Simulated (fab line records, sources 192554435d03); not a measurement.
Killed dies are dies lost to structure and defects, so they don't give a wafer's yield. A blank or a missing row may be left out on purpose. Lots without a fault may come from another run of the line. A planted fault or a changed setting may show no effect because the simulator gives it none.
Split-lot experiment | flow n5_finfet | 7 lots, 21 wafers read, on a route of 1938 steps

THE SPLIT
At N5_BEOL_M10_ILD_DEP_00 (deposits SiCOH lowk from DEMS/porogen, target thk 308.51 nm, time 58 s), the setting time_s was moved away from the recipe's 58 s on 11 of the 21 wafers read, by -13.7% to +6.1%. The other wafers ran this setting at the recipe's value.

FROM THE SPLIT TO THE READING: what the file shows between them, 1 step
- N5_BEOL_M10_CURE_71: cures SiCOH lowk, time 240 s

THE READING
M10_ILD_THK, in nm, at N5_BEOL_M10_THK_MEAS_01. Fault-free wafers of this fab line usually give 268 nm, standard deviation 3.5 nm.

wafer  | tool, chamber at the split | time_s as run, s | against the recipe | M10_ILD_THK, nm | against lot-mates on the recipe
L076.3 | pecvd-04, 1                | 61.54            | +6.1%              | 285             | +14
L076.4 | pecvd-04, 0                | 58               | recipe             | 272             | -
L076.5 | pecvd-04, 1                | 58               | recipe             | 269             | -
L077.1 | pecvd-04, 1                | 58               | recipe             | 268             | -
L077.3 | pecvd-04, 0                | 58               | recipe             | 273             | -
L077.4 | pecvd-04, 1                | 58               | recipe             | 270             | -
L078.1 | pecvd-01, 1                | 50.07            | -13.7%             | 226             | -40
L078.4 | pecvd-01, 2                | 58               | recipe             | 265             | -
L078.6 | pecvd-01, 0                | 58               | recipe             | 266             | -
L079.1 | pecvd-04, 0                | 58               | recipe             | 269             | -
L079.2 | pecvd-04, 1                | 51.35            | -11.5%             | 239             | -30
L079.3 | pecvd-04, 2                | 51.35            | -11.5%             | 237             | -32
L083.3 | pecvd-03, 0                | 58               | recipe             | 264             | -
L083.5 | pecvd-03, 1                | 54.15            | -6.6%              | 245             | -19
L083.6 | pecvd-03, 2                | 54.15            | -6.6%              | 248             | -16
L085.1 | pecvd-04, 1                | 51.6             | -11.0%             | 237             | -28
L085.3 | pecvd-04, 2                | 58               | recipe             | 265             | -
L085.4 | pecvd-04, 2                | 51.6             | -11.0%             | 240             | -25
L092.2 | pecvd-03, 2                | 53               | -8.6%              | 242             | no lot-mate on the recipe
L092.4 | pecvd-03, 2                | 53               | -8.6%              | 248             | no lot-mate on the recipe
L092.5 | pecvd-03, 0                | 53               | -8.6%              | 248             | no lot-mate on the recipe

THE FIT
A straight line over all 21 wafers: M10_ILD_THK changes by +2.76 nm for each +1% of time_s; r = +0.98; the points scatter about the line by 3 nm.
The same after taking each lot's own level away (the mean of its wafers on the recipe; 18 wafers): +2.62 nm for each +1%; r = +0.99; scatter 1.9 nm.
On that fit, the largest move of time_s shifts the reading by 36 nm.
The lots' own levels span 264.0 to 270.5 nm, that is 1.9 times the standard deviation above.
So the lot-to-lot level changes the slope little: the two slopes agree.
Check: with one of the wafers moved furthest among these (-13.7%) left out of the fit, the line predicts -35 nm for it against its lot-mates. It came out at -39.5 nm against them.

OTHER SPLITS ON THESE WAFERS
These wafers also went through other splits before the reading. Each is held against what the fit with the lots' levels taken away leaves over:
other split on the same wafers     | wafers away from the commonest value | r with M10_ILD_THK (lot level and that fit taken away)
N5_BEOL_M7_DESCUM_33 time_s        | 6                                    | -0.55
N5_BEOL_M7_VIA_ETCH_34 source_w    | 9                                    | +0.02
N5_BEOL_M7_TRENCH_ETCH_37 source_w | 9                                    | +0.37
N5_BEOL_M9_COAT_60 spin_rpm        | 7                                    | -0.30
N5_BEOL_M9_DEP_56 time_s           | 8                                    | -0.20

THE WHOLE CHAIN: every reading that the file lists as answering this split, in the file's order
step                    | what it does                                                           | reading                                                                                   | change (the file's fit)              | r (the file's)
N5_BEOL_M10_ILD_DEP_00  | deposits SiCOH lowk from DEMS/porogen, target thk 308.51 nm, time 58 s | SiCOH_lowk_of_BEOL_M10_ILD_DEP_00.thk_nm (the simulator's own value, which no gauge read) | +3.05 nm for each +1% of the setting | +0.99
N5_BEOL_M10_CURE_71     | cures SiCOH lowk, time 240 s                                           | SiCOH_lowk_of_BEOL_M10_ILD_DEP_00.thk_nm (the simulator's own value, which no gauge read) | +2.69 nm for each +1% of the setting | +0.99
N5_BEOL_M10_THK_MEAS_01 |                                                                        | M10_ILD_THK                                                                               | +2.69 for each +1% of the setting    | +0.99

THE FILE'S OWN FIT
M10_ILD_THK changes by +2.69 nm for each +1% of time_s, r = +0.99.
